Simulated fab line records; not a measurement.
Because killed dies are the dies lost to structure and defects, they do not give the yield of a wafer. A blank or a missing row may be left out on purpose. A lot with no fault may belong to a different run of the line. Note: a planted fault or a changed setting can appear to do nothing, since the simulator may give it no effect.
Matching of chambers :: flow n5_finfet :: N5_SD_EPI_N_ETCH_35 on rie_diel-06: 4 sister chambers
The step etches SOC in N2/H2, overetch 108 nm, time 486 s. 8 wafers are shown with their chamber, then 7 later ones without.

== EACH WAFER AND ITS CHAMBER ==
wafer: L076.4
chamber: 0
throttle_valve_pct (%): 23.8
showerhead_plenum_p_Torr (Torr): 2.64

wafer: L076.6
chamber: 2
throttle_valve_pct (%): 23.4
showerhead_plenum_p_Torr (Torr): 2.60

wafer: L085.6
chamber: 3
throttle_valve_pct (%): 23.3
showerhead_plenum_p_Torr (Torr): 2.49

wafer: L088.1
chamber: 2
throttle_valve_pct (%): 23.5
showerhead_plenum_p_Torr (Torr): 2.59

wafer: L088.3
chamber: 1
throttle_valve_pct (%): 23.7
showerhead_plenum_p_Torr (Torr): 2.60

wafer: L088.5
chamber: 3
throttle_valve_pct (%): 23.3
showerhead_plenum_p_Torr (Torr): 2.49

wafer: L094.2
chamber: 0
throttle_valve_pct (%): 23.9
showerhead_plenum_p_Torr (Torr): 2.62

wafer: L094.3
chamber: 1
throttle_valve_pct (%): 23.7
showerhead_plenum_p_Torr (Torr): 2.59

== WAFERS WHOSE CHAMBER IS MISSING ==
wafer: L094.5
throttle_valve_pct (%): 23.7
showerhead_plenum_p_Torr (Torr): 2.59

wafer: L095.1
throttle_valve_pct (%): 23.4
showerhead_plenum_p_Torr (Torr): 2.48

wafer: L095.2
throttle_valve_pct (%): 23.7
showerhead_plenum_p_Torr (Torr): 2.59

wafer: L095.4
throttle_valve_pct (%): 23.4
showerhead_plenum_p_Torr (Torr): 2.48

wafer: L097.1
throttle_valve_pct (%): 23.5
showerhead_plenum_p_Torr (Torr): 2.59

wafer: L097.4
throttle_valve_pct (%): 23.7
showerhead_plenum_p_Torr (Torr): 2.59

wafer: L097.5
throttle_valve_pct (%): 23.7
showerhead_plenum_p_Torr (Torr): 2.59

== EACH ONE'S CHAMBER ==
wafer: L094.5
from the rows above: 1
in truth: 1

wafer: L095.1
from the rows above: 3
in truth: 3

wafer: L095.2
from the rows above: 1
in truth: 1

wafer: L095.4
from the rows above: 3
in truth: 3

wafer: L097.1
from the rows above: 2
in truth: 2

wafer: L097.4
from the rows above: 1
in truth: 1

wafer: L097.5
from the rows above: 1
in truth: 1
7 of 7 placed correctly. From these rows, 0 cannot be placed. Wrongly placed: 0.
How it was worked out, from the rows above alone: a wafer's distance from a chamber is the root of the sum, over the readings, of the square of ((its reading less the chamber's mean) divided by the reading's scatter). If the next closest chamber is less than 2 further off than the closest, the wafer can't be placed; otherwise it belongs to the closest. For every chamber, the mean is computed from those of its wafers that are shown. The scatter is the square root of a quotient: the sum, over the shown wafers, of each reading's squared deviation from its chamber's mean, divided by wafers minus chambers.
